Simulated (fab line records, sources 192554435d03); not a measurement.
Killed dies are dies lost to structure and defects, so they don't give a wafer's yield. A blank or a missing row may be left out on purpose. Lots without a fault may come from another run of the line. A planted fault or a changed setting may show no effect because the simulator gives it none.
Which tool did it? | flow n5_finfet | 9 lots, 27 wafers sampled, at 6 steps of a route of 1938

WHAT THE GAUGES READ, wafer by wafer
N5_BEOL_M2_INSPECT_59: inspects for defects (darkfield). Usual: raw_defect_count 71, standard deviation 20.
lot  | measured     | on                | raw_defect_count | flag
L365 | day 6 22:16  | defect_inspect-02 | 63 132 84        |
L366 | day 7 01:36  | defect_inspect-02 | 94 110 85        |
L369 | day 7 19:01  | defect_inspect-01 | 42 35 39         |
L371 | day 8 09:57  | defect_inspect-02 | 64 71 66         |
L373 | day 8 22:51  | defect_inspect-02 | 90 117 70        |
L375 | day 9 13:01  | defect_inspect-02 | 90 102 109       |
L376 | day 10 06:56 | defect_inspect-02 | 75 74 72         |
L381 | day 11 05:38 | defect_inspect-01 | 88 71 83         |
L388 | day 13 00:18 | defect_inspect-02 | 67 47 36         |

N5_BEOL_M3_THK_MEAS_01. Usual: M3_ILD_THK 79.0 nm, standard deviation 0.93.
lot  | measured     | on            | M3_ILD_THK (nm)  | flag
L365 | day 6 22:22  | film_metro-01 | 78.9 79.0 81.1   |
L366 | day 7 01:42  | film_metro-01 | 77.8 78.5 79.9   |
L369 | day 7 19:07  | film_metro-02 | 78.3 78.3 80.2   |
L371 | day 8 10:04  | film_metro-01 | 76.6 79.1 78.8   |
L373 | day 8 22:57  | film_metro-02 | 78.4 77.7 79.1   |
L375 | day 9 13:07  | film_metro-02 | 103.9 102.6 80.6 | OFF
L376 | day 10 07:02 | film_metro-02 | 78.0 78.5 78.2   |
L381 | day 11 05:44 | film_metro-02 | 103.3 78.5 79.1  | OFF
L388 | day 13 00:25 | film_metro-01 | 78.9 79.7 79.9   |

N5_BEOL_M4_RC_MEAS_101. Usual: CHAIN_V2 234 ohm/link, standard deviation 7.3; CHAIN_V2_max_site 243 ohm/link, standard deviation 8.5; DIBL_N 36.1 mV/V, standard deviation 1.3; DIBL_P 36.1 mV/V, standard deviation 1.7; IOFF_N 0.154 nA/um, standard deviation 0.022; IOFF_P 0.201 nA/um, standard deviation 0.024; ION_N 675 uA/um, standard deviation 8.9; ION_P 462 uA/um, standard deviation 5.9; SS_N 71.5 mV/dec, standard deviation 0.49; SS_P 73.3 mV/dec, standard deviation 0.58; VT_N 250.0 mV, standard deviation 2.7; VT_P -251.3 mV, standard deviation 2.7.
lot  | measured     | on        | CHAIN_V2 (ohm/link) | CHAIN_V2_max_site (ohm/link) | DIBL_N (mV/V)  | DIBL_P (mV/V)  | IOFF_N (nA/um)    | IOFF_P (nA/um)    | ION_N (uA/um) | ION_P (uA/um) | SS_N (mV/dec)  | SS_P (mV/dec)  | VT_N (mV)         | VT_P (mV)            | flag
L365 | day 7 20:01  | prober-01 | 233 227 225         | 239 230 233                  | 35.6 35.7 35.3 | 34.7 34.9 34.9 | 0.148 0.151 0.147 | 0.194 0.200 0.196 | 674 688 678   | 468 470 463   | 71.6 72.3 72.2 | 73.1 73.5 72.6 | 249.6 249.3 247.7 | -251.0 -249.6 -250.2 |
L366 | day 8 02:04  | prober-02 | 239 232 221         | 246 238 232                  | 34.0 33.7 33.8 | 33.8 33.7 33.5 | 0.133 0.128 0.129 | 0.171 0.170 0.167 | 662 672 662   | 449 464 456   | 71.7 71.9 71.2 | 72.9 73.1 72.6 | 250.9 254.0 252.7 | -255.2 -254.0 -255.0 |
L369 | day 8 19:33  | prober-01 | 243 233 236         | 248 239 245                  | 36.1 35.2 34.5 | 37.1 35.6 35.4 | 0.179 0.158 0.144 | 0.224 0.199 0.200 | 685 682 669   | 463 461 465   | 71.1 71.2 71.1 | 73.4 73.2 73.5 | 247.2 248.8 252.7 | -246.5 -250.6 -250.5 |
L371 | day 9 07:28  | prober-01 | 225 232 236         | 232 242 246                  | 35.3 35.0 35.2 | 36.2 35.3 35.5 | 0.149 0.136 0.145 | 0.205 0.181 0.195 | 684 676 682   | 467 468 468   | 71.1 70.5 70.8 | 72.6 72.9 73.2 | 248.5 251.2 248.5 | -249.8 -249.1 -248.5 |
L373 | day 10 11:20 | prober-01 | 224 226 222         | 228 234 230                  | 35.2 36.0 36.5 | 35.5 35.5 36.9 | 0.131 0.134 0.146 | 0.189 0.192 0.214 | 672 668 676   | 461 463 465   | 71.0 71.3 71.0 | 73.0 72.4 73.2 | 251.7 250.1 249.3 | -250.1 -248.9 -249.1 |
L375 | day 10 18:28 | prober-01 | - - 229             | - - 239                      | 36.3 37.7 34.9 | 35.6 37.2 33.8 | 0.127 0.162 0.116 | 0.182 0.205 0.165 | 662 672 664   | 455 460 455   | 71.1 71.3 70.9 | 72.7 74.0 72.9 | 252.8 249.4 253.7 | -253.7 -252.9 -253.3 |
L376 | day 11 19:52 | prober-02 | 237 239 263         | 255 245 268                  | 36.7 34.8 35.8 | 37.2 33.9 36.8 | 0.167 0.126 0.159 | 0.223 0.174 0.221 | 682 671 686   | 467 460 473   | 71.5 70.7 71.5 | 73.8 72.4 73.1 | 245.8 251.2 247.0 | -248.0 -251.6 -249.2 |
L381 | day 11 22:54 | prober-01 | - 239 229           | - 242 237                    | 36.7 37.5 35.5 | 38.5 40.4 37.5 | 0.165 0.185 0.140 | 0.205 0.235 0.195 | 672 682 654   | 457 459 449   | 72.0 71.9 71.7 | 73.8 74.1 73.5 | 250.8 251.0 254.2 | -254.0 -249.4 -251.7 |
L388 | day 14 10:37 | prober-01 | 238 229 222         | 250 238 234                  | 35.0 35.0 35.9 | 35.5 36.1 36.4 | 0.129 0.136 0.141 | 0.156 0.168 0.169 | 667 678 677   | 456 460 462   | 71.1 71.8 72.3 | 73.3 72.9 73.3 | 251.5 249.9 250.5 | -255.6 -253.4 -256.6 |

WHICH TOOL RAN EACH LOT (tool, then ch and the chambers of the sampled wafers, then the start)
lot  | N5_BEOL_M2_ANNEAL_91         | N5_BEOL_M2_CO_CAP_55             | N5_BEOL_M3_ILD_DEP_00
L365 | pvd_sputter-03, day 6 20:37  | cvd_co-02 ch 0,2, day 6 22:04    | pecvd-04 ch 1,2, day 6 22:18
L366 | pvd_sputter-02, day 6 23:44  | cvd_co-01 ch 1,2, day 7 01:23    | pecvd-01 ch 1,2, day 7 01:38
L369 | pvd_sputter-01, day 7 17:22  | cvd_co-01 ch 1,2, day 7 18:49    | pecvd-01 ch 0,1,2, day 7 19:03
L371 | pvd_sputter-01, day 8 08:02  | cvd_co-01 ch 0, day 8 09:34      | pecvd-04 ch 0,2, day 8 09:59
L373 | pvd_sputter-01, day 8 21:12  | cvd_co-02 ch 0,2, day 8 22:38    | pecvd-04 ch 0,1,2, day 8 22:53
L375 | pvd_sputter-03, day 9 11:22  | cvd_co-02 ch 0,1,2, day 9 12:48  | pecvd-04 ch 0,1,2, day 9 13:03
L376 | pvd_sputter-02, day 10 05:11 | cvd_co-02 ch 0,1,2, day 10 06:43 | pecvd-01 ch 0,1,2, day 10 06:58
L381 | pvd_sputter-03, day 11 03:58 | cvd_co-01 ch 0,2, day 11 05:26   | pecvd-04 ch 1,2, day 11 05:40
L388 | pvd_sputter-02, day 12 22:38 | cvd_co-02 ch 0,1, day 13 00:05   | pecvd-02 ch 0,1, day 13 00:20
- N5_BEOL_M2_ANNEAL_91: time 240 s.
- N5_BEOL_M2_CO_CAP_55: material Co, precursor CCTBA/H2, target thk 2 nm, time 102.1 s.
- N5_BEOL_M3_ILD_DEP_00: deposits SiOC from DEMS/O2, target thk 79 nm, time 15.3 s.

WHAT THE TOOLS THEMSELVES READ (means of the sampled wafers that have a number; where no wafer has one, the mark that the record gives instead)
N5_BEOL_M2_ANNEAL_91. Usual: heater_power_w 843 W, standard deviation 97.
lot  | tool           | heater_power_w (W) | flag
L365 | pvd_sputter-03 | 937                |
L366 | pvd_sputter-02 | 869                |
L369 | pvd_sputter-01 | 885                |
L371 | pvd_sputter-01 | 752                |
L373 | pvd_sputter-01 | 816                |
L375 | pvd_sputter-03 | 948                |
L376 | pvd_sputter-02 | 834                |
L381 | pvd_sputter-03 | 927                |
L388 | pvd_sputter-02 | 840                |

N5_BEOL_M2_CO_CAP_55. Usual: heater_power_w 231 W, standard deviation 7.3.
lot  | tool      | heater_power_w (W) | flag
L365 | cvd_co-02 | 234                |
L366 | cvd_co-01 | 232                |
L369 | cvd_co-01 | 230                |
L371 | cvd_co-01 | 222                |
L373 | cvd_co-02 | 226                |
L375 | cvd_co-02 | 236                |
L376 | cvd_co-02 | 231                |
L381 | cvd_co-01 | 233                |
L388 | cvd_co-02 | 230                |

N5_BEOL_M3_ILD_DEP_00. Usual: heater_power_w 423 W, standard deviation 61; rf_fwd_power_W 492.7 W, standard deviation 2.4; showerhead_plenum_p_Torr 5.687 Torr, standard deviation 0.019; throttle_valve_pct 12.1 %, standard deviation 0.89.
lot  | tool     | heater_power_w (W) | rf_fwd_power_W (W) | showerhead_plenum_p_Torr (Torr) | throttle_valve_pct (%) | flag
L365 | pecvd-04 | 460                | 493.0              | 5.683                           | 11.2                   |
L366 | pecvd-01 | 375                | 491.1              | 5.675                           | 12.4                   |
L369 | pecvd-01 | 448                | 491.2              | 5.669                           | 12.6                   |
L371 | pecvd-04 | 426                | 490.9              | 5.701                           | 11.8                   |
L373 | pecvd-04 | 410                | 493.4              | 5.698                           | 11.9                   |
L375 | pecvd-04 | 418                | 494.5              | 5.697                           | 11.8                   |
L376 | pecvd-01 | 423                | 492.8              | 5.671                           | 12.7                   |
L381 | pecvd-04 | 426                | 492.4              | 5.689                           | 11.2                   |
L388 | pecvd-02 | 523                | 495.2              | 5.687                           | 11.1                   |

THE ANSWER, worked out from the rows above alone
Rule: a lot is off if the mean of its wafers that have a number lies more than 3 standard deviations from the usual mean. A lot without any number at a reading at which 4 lots or more have one is off too. The other lots that the step has rows for count as sound. The gauges are gone through in route order, then the tools' own readings, and for those a lot's mean is taken as printed above. The first step at which some lot is off is used, and at that step the reading that is off furthest; a lot without a number counts as furthest.
Off: L375, L381, at N5_BEOL_M3_THK_MEAS_01 (M3_ILD_THK).
A tool fits if, at a process step before that reading, it ran every lot that is off, and no sound lot after the first of them. The gauges at N5_BEOL_M3_THK_MEAS_01 are tried like those tools. Can't be told from this: 2 tools fit, pvd_sputter-03 at N5_BEOL_M2_ANNEAL_91, pecvd-04 at N5_BEOL_M3_ILD_DEP_00.

WHAT THE SIMULATOR HAD PUT IN
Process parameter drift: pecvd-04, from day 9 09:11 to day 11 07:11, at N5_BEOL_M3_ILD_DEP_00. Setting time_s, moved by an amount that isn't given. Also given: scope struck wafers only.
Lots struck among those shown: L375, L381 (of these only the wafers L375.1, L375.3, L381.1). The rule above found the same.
